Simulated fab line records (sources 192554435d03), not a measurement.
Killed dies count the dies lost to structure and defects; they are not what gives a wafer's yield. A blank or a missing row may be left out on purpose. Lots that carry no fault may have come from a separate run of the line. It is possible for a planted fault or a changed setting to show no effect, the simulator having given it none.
Problem report, 8D (eight disciplines) form, completed by code | flow n5-finfet | the parts of the form that need people (team, actions taken, sign-off) are left out

## 1. THE PROBLEM
A mean of 2912 sccm is read at N5_BEOL_M12_STRIP_37 for h2-flow-sccm, taken on 1 wafer of 1 lot, against 3250 sccm (standard deviation 9.7) on wafers free of any fault. Measured from the usual mean, that is -35 standard deviations.
The step: strips in N2/H2.
Earliest sighting: wafer L489.2 on plasma-asher-02 at day 12 09:49. The record has a number at this step for 35 wafers belonging to 13 lots. Rule for "out", or "out of limits": more than 4 standard deviations from the usual mean. The rest of the wafers with a number are treated as sound.

## 2. WHAT IT IS; WHAT IT IS NOT
question                    | is                | is not
which readings at this step | h2-flow-sccm      | drypump-motor-current-A, heater-power-w, oes-product-au
which lots                  | L489              | L481, L482, L483, L484, L485, L486, L488, L498, L500, L502, L503, L504
which wafers of those lots  | L489.2            | L489.1, L489.4
read on which tools         | plasma-asher-02   | plasma-asher-01
when                        | from day 12 09:49 | up to then (20 sound wafers); but 14 sound wafers of L498, L500, L502, L503, L504 came after

## 3. SUSPECTS, AND WHAT RULES EACH OUT
Counting: if a tool at a process step up to the reading ran every lot that is out, it stays a suspect. Sound lots after the first of them don't rule it out here, since some wafers of a struck lot are sound.
- plasma-asher-02 at N5_BEOL_M12_STRIP_37 (strips in N2/H2): kept. The lot that is out, L489, ran on it at day 12 09:49; the last sound lot it ran before that was L485, at day 11 13:52. Out on those wafers are its own readings of h2-flow-sccm.
- The sound lot-mates ran in chamber 1 of plasma-asher-02 at N5_BEOL_M12_STRIP_37, but the wafers that are out ran in chamber 0.
Left after counting: plasma-asher-02 at N5_BEOL_M12_STRIP_37.

## 4. THE CAUSE (what the simulator had put in)
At N5_BEOL_M12_STRIP_37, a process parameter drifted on plasma-asher-02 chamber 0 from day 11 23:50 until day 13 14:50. Setting h2-flow-sccm, moved by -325, from 3250. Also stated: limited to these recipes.
Counting left only this tool.

## 5. THE CHAIN OF EFFECTS, in route order
Each row: a reading whose mean over the struck wafers that have a number lies more than 3 standard deviations from the usual. Only readings whose record carries a usual standard deviation are examined. hours: median over the lots of the time between each lot's start at the first step of this table that gives one and its start at this step. sigmas: the change, counted in usual standard deviations.
hours | step                 | reading      | usual     | on struck wafers | change | sigmas
0     | N5_BEOL_M12_STRIP_37 | h2-flow-sccm | 3250 sccm | 2912             | -338   | -35
Its process steps:
- N5_BEOL_M12_STRIP_37: strips in N2/H2.

## 6. WHAT WOULD HAVE CAUGHT IT SOONER
First out-of-limits reading in this record: day 12 09:49, which is 10 hours after fault onset at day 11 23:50.
